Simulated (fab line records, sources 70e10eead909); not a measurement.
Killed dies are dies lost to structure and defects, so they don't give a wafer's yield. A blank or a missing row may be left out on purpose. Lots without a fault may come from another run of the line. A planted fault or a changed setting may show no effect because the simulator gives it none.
A struck lot beside a sound one | flow nand_harc | 25 steps out of a route of 1159
Sound: wafers L302.2, L302.3, L302.4. Struck: wafers L299.1, L299.2, L299.3. The cause comes at the end.
At each step with rows: each side's tool, then ch and its chambers, then its first start. Under that, the readings that differ: sound wafers | struck wafers | difference of the means | sigmas: that difference in standard deviations of wafers without a fault.
alike: readings whose means differ by less than 2 such deviations, and words and numbers that are the same on both sides. not compared: withheld readings, readings that some wafer has no value for, bounds like >300 that may hide the same value, and numbers for which the record gives no deviation and whose values overlap.
The two part at a step that has a row with sigmas, a row that says differs or no value, or rows on one side only. Numbers that don't overlap but have no deviation are shown without sigmas and don't part them. A reading that every wafer of one side lacks parts them only if that side has two wafers or more.

first, 2 steps without rows for these wafers: NHARC_A_WL_FILL_PRECLEAN_30 (cleans in dHF, time 10 s); NHARC_A_WL_FILL_SRD_14.
NHARC_A_WL_FILL_ALD_19: deposits TiN, target thk 2 nm, pulse time 3 s, ald cycles 100.
  sound on ald_metal-01 ch 1,3, day 18 19:51; struck on ald_metal-03 ch 0,2,3, day 18 05:58
  alike: heater_power_w, precursor_pulse_height_rel
NHARC_A_WL_FILL_CVD_20: deposits W, target thk 75 nm, time 5064 s.
  sound on cvd_w-02 ch 0,1; struck on cvd_w-01 ch 0,1
  alike: heater_power_w, mfc_wf6_sccm, throttle_valve_pct
then, 2 steps without rows for these wafers: NHARC_A_WL_FILL_CMP_12 (polishes, t overpolish 30 s, target thk 75 nm); NHARC_A_WL_FILL_SRD_31.
NHARC_A_WL_FILL_INSPECT_15:
  sound on defect_inspect-01, day 19 03:16; struck on defect_inspect-02, day 18 13:42
  alike: raw_defect_count
NHARC_A_CONTACT_DEP_24: deposits SiO2, target thk 500 nm.
  sound on pecvd-04 ch 1,2, day 19 03:23; struck on pecvd-02 ch 0,1,2, day 18 13:46
  alike: heater_power_w, throttle_valve_pct
NHARC_A_CONTACT_DEP_28: deposits aC, target thk 3600 nm.
  sound on acl_dep-01 ch 0, day 19 06:17; struck on acl_dep-03 ch 0, day 18 14:23
  alike: throttle_valve_pct
NHARC_A_CONTACT_DEP_29: deposits SiON, target thk 70 nm.
  sound on pecvd-02 ch 0,1, day 19 08:08; struck on pecvd-02 ch 0,1,2, day 18 16:37
  alike: heater_power_w
then, 10 steps without rows for these wafers: NHARC_A_CONTACT_DEHYDRATE_32 (time 120 s); NHARC_A_CONTACT_HMDS_33 (time 30 s); NHARC_A_CONTACT_COAT_34 (time 75 s); NHARC_A_CONTACT_COAT_35 (time 65 s); NHARC_A_CONTACT_COAT_36 (resist thk 90 nm); NHARC_A_CONTACT_SOFTBAKE_37 (time 55 s); NHARC_A_CONTACT_EBR_38; NHARC_A_CONTACT_EXPOSE_39 (exposes mask A CC 3); NHARC_A_CONTACT_PEB_40 (peb time 65 s); NHARC_A_CONTACT_DEVELOP_41 (develop time 35 s).
NHARC_A_CONTACT_CD_MEAS_42: target cd 200 nm.
  sound on cd_sem-01 ch 0, day 19 08:51; struck on cd_sem-03 ch 0, day 18 17:13
  alike: cd_nm
NHARC_A_CONTACT_OVL_MEAS_43:
  sound on overlay-01, day 19 08:56; struck on overlay-02, day 18 17:18
  alike: overlay_x_nm, overlay_y_nm
NHARC_A_CONTACT_INSPECT_44:
  sound on defect_inspect-02, day 19 08:59; struck on defect_inspect-02, day 18 17:20
  reading          | sound    | struck       | difference | sigmas
  raw_defect_count | 48 62 42 | 992 988 1001 | +943       | +59
NHARC_A_CONTACT_DESCUM_47: chemistry O2, time 3 s.
  sound on rie_diel-04 ch 0,1,2, day 19 09:02; struck on rie_diel-04 ch 0,1,2, day 18 17:24
  reading                | sound    | struck   | difference | sigmas
  rf_hours_counter_h (h) | 27 27 31 | 23 23 26 | -4         |
  alike: drypump_motor_current_A, oes_product_au, rf_vpp_V, showerhead_plenum_p_Torr, throttle_valve_pct
-- the record jumps here: 3 days lie between the struck wafers' starts before and after (it left off in module A_CONTACT and takes up again in module END, whose first step shown is number 1159 of the route) --
NHARC_END_SORT_01:
  sound on prober-01 ch 0, day 22 15:41; struck on prober-02 ch 0, day 21 14:41
  reading             | sound | struck      | difference | sigmas
  killed_at_array     | 46 34 | 130 122 122 | +85        | +8
  killed_at_periphery | 10 7  | 0 0 0       | -8         | -3
  killed_dies         | 56 42 | 131 123 122 | +76        | +7
  alike: killed_at_other, killed_open, killed_short

WHERE THEY PART
First at NHARC_A_CONTACT_INSPECT_44; last, within this record, at NHARC_END_SORT_01.

WHY: what the simulator had put in
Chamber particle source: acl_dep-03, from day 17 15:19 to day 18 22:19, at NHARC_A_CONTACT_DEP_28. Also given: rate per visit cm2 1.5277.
